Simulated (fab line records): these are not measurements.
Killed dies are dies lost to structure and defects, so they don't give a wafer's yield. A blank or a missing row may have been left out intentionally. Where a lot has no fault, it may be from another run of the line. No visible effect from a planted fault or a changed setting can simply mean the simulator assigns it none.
Check for tools in common || flow nand_harc || Sampled: 14 lots, 42 wafers

## THE REASON FOR OPENING IT
On 2 of the 14 lots, a flag is raised at NHARC_END_SORT_01 on the reading killed_at_periphery. No-fault wafers: 4, standard deviation 3.2.
Rule: a lot is flagged in two cases, either no wafer of it has a number, or all its wafers with numbers fall more than 4 standard deviations from that mean. The other lots count as sound.

{"lot": "L246", "measured": "day 24 09:07", "on": "prober-01", "killed_at_periphery, wafer by wafer": "8 3 6", "flag": ""}
{"lot": "L248", "measured": "day 24 18:47", "on": "prober-02", "killed_at_periphery, wafer by wafer": "0 1 2", "flag": ""}
{"lot": "L247", "measured": "day 24 19:37", "on": "prober-01", "killed_at_periphery, wafer by wafer": "3 0 2", "flag": ""}
{"lot": "L252", "measured": "day 26 04:04", "on": "prober-01", "killed_at_periphery, wafer by wafer": "6 3 3", "flag": ""}
{"lot": "L250", "measured": "day 26 11:51", "on": "prober-01", "killed_at_periphery, wafer by wafer": "4 3 2", "flag": ""}
{"lot": "L254", "measured": "day 27 17:02", "on": "prober-02", "killed_at_periphery, wafer by wafer": "208 204 199", "flag": "FLAGGED"}
{"lot": "L253", "measured": "day 27 18:38", "on": "prober-01", "killed_at_periphery, wafer by wafer": "202 208 216", "flag": "FLAGGED"}
{"lot": "L262", "measured": "day 31 02:25", "on": "prober-02", "killed_at_periphery, wafer by wafer": "1 4 2", "flag": ""}
{"lot": "L263", "measured": "day 31 17:58", "on": "prober-02", "killed_at_periphery, wafer by wafer": "2 2 4", "flag": ""}
{"lot": "L264", "measured": "day 31 19:13", "on": "prober-01", "killed_at_periphery, wafer by wafer": "8 3 14", "flag": ""}
{"lot": "L265", "measured": "day 32 21:46", "on": "prober-02", "killed_at_periphery, wafer by wafer": "3 4 1", "flag": ""}
{"lot": "L268", "measured": "day 33 03:02", "on": "prober-01", "killed_at_periphery, wafer by wafer": "11 8 8", "flag": ""}
{"lot": "L267", "measured": "day 33 06:17", "on": "prober-02", "killed_at_periphery, wafer by wafer": "9 4 6", "flag": ""}
{"lot": "L269", "measured": "day 35 05:52", "on": "prober-02", "killed_at_periphery, wafer by wafer": "16 9 10", "flag": ""}
Average over the flagged lots: 206; offset from the usual +202, equal to +63 standard deviations.

## EACH LOT AND THE TOOL IT RAN ON
The record holds 4 process steps before the reading, out of a route of 1302 steps. In each cell: the tool, then ch and the chambers that the sampled wafers went through, then the start.
{"lot": "L246", "flag": "", "NHARC_P_M2_ECD_22": "ecd_cu-01 ch 0,1, day 6 20:47", "NHARC_THIN_TSV_ETCH_15": "rie_si-03 ch 1,2, day 23 17:26", "NHARC_THIN_TSV_STRIP_45": "plasma_asher-01 ch 0,1, day 23 17:46", "NHARC_THIN_TSV_ANNEAL_52": "rtp_anneal-01 ch 0, day 23 20:41"}
{"lot": "L248", "flag": "", "NHARC_P_M2_ECD_22": "ecd_cu-01 ch 0,1, day 7 04:43", "NHARC_THIN_TSV_ETCH_15": "rie_si-02 ch 0,2,3, day 24 04:35", "NHARC_THIN_TSV_STRIP_45": "plasma_asher-02 ch 0,1, day 24 04:50", "NHARC_THIN_TSV_ANNEAL_52": "rtp_anneal-01 ch 0, day 24 07:43"}
{"lot": "L247", "flag": "", "NHARC_P_M2_ECD_22": "ecd_cu-02 ch 0,1, day 7 02:53", "NHARC_THIN_TSV_ETCH_15": "rie_si-03 ch 1,2, day 24 05:47", "NHARC_THIN_TSV_STRIP_45": "plasma_asher-01 ch 0,1, day 24 05:59", "NHARC_THIN_TSV_ANNEAL_52": "rtp_anneal-01 ch 0, day 24 09:11"}
{"lot": "L252", "flag": "", "NHARC_P_M2_ECD_22": "ecd_cu-02 ch 0,1, day 8 23:51", "NHARC_THIN_TSV_ETCH_15": "rie_si-02 ch 0,1,2, day 25 13:10", "NHARC_THIN_TSV_STRIP_45": "plasma_asher-02 ch 0,1, day 25 13:26", "NHARC_THIN_TSV_ANNEAL_52": "rtp_anneal-02 ch 0, day 25 16:20"}
{"lot": "L250", "flag": "", "NHARC_P_M2_ECD_22": "ecd_cu-01 ch 0,1, day 8 05:22", "NHARC_THIN_TSV_ETCH_15": "rie_si-05 ch 0,1,3, day 25 18:40", "NHARC_THIN_TSV_STRIP_45": "plasma_asher-02 ch 0,1, day 25 18:56", "NHARC_THIN_TSV_ANNEAL_52": "rtp_anneal-02 ch 0, day 25 21:51"}
{"lot": "L254", "flag": "FLAGGED", "NHARC_P_M2_ECD_22": "ecd_cu-01 ch 0,1, day 9 21:02", "NHARC_THIN_TSV_ETCH_15": "rie_si-02 ch 0,2, day 27 02:38", "NHARC_THIN_TSV_STRIP_45": "plasma_asher-01 ch 0,1, day 27 02:54", "NHARC_THIN_TSV_ANNEAL_52": "rtp_anneal-02 ch 0, day 27 05:55"}
{"lot": "L253", "flag": "FLAGGED", "NHARC_P_M2_ECD_22": "ecd_cu-01 ch 0,1, day 9 09:40", "NHARC_THIN_TSV_ETCH_15": "rie_si-05 ch 1,2, day 27 03:41", "NHARC_THIN_TSV_STRIP_45": "plasma_asher-01 ch 0,1, day 27 04:03", "NHARC_THIN_TSV_ANNEAL_52": "rtp_anneal-02 ch 0, day 27 06:56"}
{"lot": "L262", "flag": "", "NHARC_P_M2_ECD_22": "ecd_cu-02 ch 0,1, day 13 05:54", "NHARC_THIN_TSV_ETCH_15": "rie_si-02 ch 1,2, day 30 11:02", "NHARC_THIN_TSV_STRIP_45": "plasma_asher-02 ch 0,1, day 30 11:25", "NHARC_THIN_TSV_ANNEAL_52": "rtp_anneal-02 ch 0, day 30 14:25"}
{"lot": "L263", "flag": "", "NHARC_P_M2_ECD_22": "ecd_cu-02 ch 0,1, day 13 19:55", "NHARC_THIN_TSV_ETCH_15": "rie_si-02 ch 0,2, day 31 03:45", "NHARC_THIN_TSV_STRIP_45": "plasma_asher-01 ch 0, day 31 04:00", "NHARC_THIN_TSV_ANNEAL_52": "rtp_anneal-01 ch 0, day 31 06:59"}
{"lot": "L264", "flag": "", "NHARC_P_M2_ECD_22": "ecd_cu-01 ch 0,1, day 14 01:26", "NHARC_THIN_TSV_ETCH_15": "rie_si-03 ch 1,3, day 31 02:32", "NHARC_THIN_TSV_STRIP_45": "plasma_asher-02 ch 0, day 31 02:47", "NHARC_THIN_TSV_ANNEAL_52": "rtp_anneal-02 ch 0, day 31 05:43"}
{"lot": "L265", "flag": "", "NHARC_P_M2_ECD_22": "ecd_cu-01 ch 1, day 14 16:39", "NHARC_THIN_TSV_ETCH_15": "rie_si-02 ch 0,1,3, day 32 04:43", "NHARC_THIN_TSV_STRIP_45": "plasma_asher-01 ch 0,1, day 32 04:59", "NHARC_THIN_TSV_ANNEAL_52": "rtp_anneal-01 ch 0, day 32 08:02"}
{"lot": "L268", "flag": "", "NHARC_P_M2_ECD_22": "ecd_cu-02 ch 0,1, day 15 15:59", "NHARC_THIN_TSV_ETCH_15": "rie_si-05 ch 1,2,3, day 32 12:35", "NHARC_THIN_TSV_STRIP_45": "plasma_asher-02 ch 0,1, day 32 12:51", "NHARC_THIN_TSV_ANNEAL_52": "rtp_anneal-01 ch 0, day 32 15:43"}
{"lot": "L267", "flag": "", "NHARC_P_M2_ECD_22": "ecd_cu-02 ch 0,1, day 15 07:36", "NHARC_THIN_TSV_ETCH_15": "rie_si-02 ch 1,2, day 32 13:45", "NHARC_THIN_TSV_STRIP_45": "plasma_asher-02 ch 0,1, day 32 14:03", "NHARC_THIN_TSV_ANNEAL_52": "rtp_anneal-02 ch 0, day 32 16:58"}
{"lot": "L269", "flag": "", "NHARC_P_M2_ECD_22": "ecd_cu-02 ch 0,1, day 16 05:25", "NHARC_THIN_TSV_ETCH_15": "rie_si-03 ch 2,3, day 34 14:55", "NHARC_THIN_TSV_STRIP_45": "plasma_asher-01 ch 0,1, day 34 15:10", "NHARC_THIN_TSV_ANNEAL_52": "rtp_anneal-02 ch 0, day 34 18:02"}
What the steps here do:
- NHARC_P_M2_ECD_22: material Cu, target thk 400 nm.
- NHARC_THIN_TSV_ETCH_15: target depth 3000 nm, bosch target overetch cycles 2, bosch etch step 2.8 s.
- NHARC_THIN_TSV_STRIP_45: strips in O2.
- NHARC_THIN_TSV_ANNEAL_52: time 90 s.
- NHARC_END_SORT_01

## FLAGGED AGAINST TOTAL, ONE TOOL AT A TIME (gauges that did the reading follow at the end)
{"step": "NHARC_P_M2_ECD_22", "tool": "ecd_cu-01", "lots run": 7, "flagged": 2, "share of the flagged lots": "all", "sound lots run after its first flagged lot": "2 (L264,L265)"}
{"step": "NHARC_P_M2_ECD_22", "tool": "ecd_cu-02", "lots run": 7, "flagged": 0, "share of the flagged lots": "none", "sound lots run after its first flagged lot": "-"}
{"step": "NHARC_THIN_TSV_ETCH_15", "tool": "rie_si-02", "lots run": 7, "flagged": 1, "share of the flagged lots": "some", "sound lots run after its first flagged lot": "4 (L262,L263,L265,L267)"}
{"step": "NHARC_THIN_TSV_ETCH_15", "tool": "rie_si-03", "lots run": 4, "flagged": 0, "share of the flagged lots": "none", "sound lots run after its first flagged lot": "-"}
{"step": "NHARC_THIN_TSV_ETCH_15", "tool": "rie_si-05", "lots run": 3, "flagged": 1, "share of the flagged lots": "some", "sound lots run after its first flagged lot": "1 (L268)"}
{"step": "NHARC_THIN_TSV_STRIP_45", "tool": "plasma_asher-01", "lots run": 7, "flagged": 2, "share of the flagged lots": "all", "sound lots run after its first flagged lot": "3 (L263,L265,L269)"}
{"step": "NHARC_THIN_TSV_STRIP_45", "tool": "plasma_asher-02", "lots run": 7, "flagged": 0, "share of the flagged lots": "none", "sound lots run after its first flagged lot": "-"}
{"step": "NHARC_THIN_TSV_ANNEAL_52", "tool": "rtp_anneal-01", "lots run": 6, "flagged": 0, "share of the flagged lots": "none", "sound lots run after its first flagged lot": "-"}
{"step": "NHARC_THIN_TSV_ANNEAL_52", "tool": "rtp_anneal-02", "lots run": 8, "flagged": 2, "share of the flagged lots": "all", "sound lots run after its first flagged lot": "4 (L262,L264,L267,L269)"}
{"step": "NHARC_END_SORT_01", "tool": "prober-01", "lots run": 7, "flagged": 1, "share of the flagged lots": "some", "sound lots run after its first flagged lot": "2 (L264,L268)"}
{"step": "NHARC_END_SORT_01", "tool": "prober-02", "lots run": 7, "flagged": 1, "share of the flagged lots": "some", "sound lots run after its first flagged lot": "5 (L262,L263,L265,L267,L269)"}

## WHAT THE TABLE PERMITS
All flagged lots were run by 3 table rows, namely ecd_cu-01 at NHARC_P_M2_ECD_22, plasma_asher-01 at NHARC_THIN_TSV_STRIP_45, rtp_anneal-02 at NHARC_THIN_TSV_ANNEAL_52.
- ecd_cu-01 at NHARC_P_M2_ECD_22 ran 7 lots, 2 of them flagged. Sound lots followed the first flagged one (L264, L265) on it, something a lasting fault affecting the whole tool could not allow.
- plasma_asher-01 at NHARC_THIN_TSV_STRIP_45 ran 7 lots, 2 of them flagged. Sound lots followed the first flagged one (L263, L265, L269) on it, something a lasting fault affecting the whole tool could not allow.
- rtp_anneal-02 at NHARC_THIN_TSV_ANNEAL_52 ran 8 lots, 2 of them flagged. Sound lots followed the first flagged one (L262, L264, L267, L269) on it, something a lasting fault affecting the whole tool could not allow.
None of the table's rows ran every flagged lot and, after the first, no sound lot.

## WHAT THE SIMULATOR HAD PUT IN
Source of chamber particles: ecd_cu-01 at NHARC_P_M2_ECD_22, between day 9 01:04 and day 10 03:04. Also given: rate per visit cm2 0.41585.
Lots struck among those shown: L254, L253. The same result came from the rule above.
